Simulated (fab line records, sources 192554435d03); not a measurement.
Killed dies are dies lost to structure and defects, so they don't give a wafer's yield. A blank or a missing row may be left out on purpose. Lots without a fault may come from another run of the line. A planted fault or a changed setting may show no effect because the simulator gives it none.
Chamber matching | flow n5_finfet | N5_FIN_SAQP_ETCH_65 on rie_si-02: 4 sister chambers
The step etches SiO2 in CF4, target depth 4 nm, time 4.4 s. 16 wafers are shown with their chamber, then 8 later ones without.

WAFERS WITH THEIR CHAMBER
wafer  | chamber | throttle_valve_pct (%) | drypump_motor_current_A (A) | oes_product_au (a.u.)
L076.1 | 0       | 22.15                  | 5.7                         | 1.006
L076.2 | 3       | 21.61                  | 5.6                         | 1.004
L076.5 | 3       | 21.60                  | 5.6                         | 1.005
L078.3 | 3       | 21.59                  | 5.6                         | 1.009
L078.5 | 0       | 22.12                  | 5.6                         | 1.014
L078.6 | 1       | 21.26                  | 5.8                         | 0.971
L080.2 | 2       | 21.79                  | 5.2                         | 1.020
L080.4 | 1       | 21.24                  | 5.8                         | 0.967
L080.5 | 0       | 22.14                  | 5.7                         | 1.006
L084.3 | 0       | 22.13                  | 5.7                         | 1.003
L084.5 | 1       | 21.24                  | 5.8                         | 0.964
L084.6 | 0       | 22.13                  | 5.7                         | 1.001
L085.1 | 3       | 21.60                  | 5.6                         | 1.004
L085.2 | 2       | 21.80                  | 5.2                         | 1.015
L085.5 | 0       | 22.15                  | 5.7                         | 1.006
L088.2 | 1       | 21.25                  | 5.8                         | 0.964

SIGNATURES (means of the wafers above)
reading                 | chamber 0 | chamber 1 | chamber 2 | chamber 3 | scatter within a chamber
throttle_valve_pct      | 22.1367   | 21.2475   | 21.7950   | 21.6000   | 0.0102
drypump_motor_current_A | 5.683     | 5.800     | 5.200     | 5.600     | 0.0264
oes_product_au          | 1.00600   | 0.96650   | 1.01750   | 1.00550   | 0.00366
Rule: a wafer's distance from a chamber is the root of the sum, over the readings, of the square of ((its reading less the chamber's mean) divided by the reading's scatter). The wafer belongs to the nearest chamber; if the next one is less than 2 further off, it can't be placed. The scatter: the root of (the sum of the squares of (reading less its chamber's mean) over the shown wafers, divided by (wafers less chambers)).

WAFERS WITHOUT THEIR CHAMBER
wafer  | throttle_valve_pct (%) | drypump_motor_current_A (A) | oes_product_au (a.u.)
L088.5 | 21.60                  | 5.7                         | 1.008
L088.6 | 21.81                  | 5.2                         | 1.014
L090.1 | 21.26                  | 5.8                         | 0.967
L090.2 | 21.59                  | 5.7                         | 1.006
L090.3 | 21.80                  | 5.2                         | 1.018
L091.2 | 21.27                  | 5.8                         | 0.967
L091.4 | 21.79                  | 5.2                         | 1.005
L091.5 | 22.13                  | 5.7                         | 1.001

WHICH CHAMBER EACH WENT THROUGH
wafer  | from the rows above | in truth
L088.5 | 3                   | 3
L088.6 | 2                   | 2
L090.1 | 1                   | 1
L090.2 | 3                   | 3
L090.3 | 2                   | 2
L091.2 | 1                   | 1
L091.4 | 2                   | 2
L091.5 | 0                   | 0
Placed correctly: 8 of 8. Can't be placed from these rows: 0. Placed wrongly: 0.
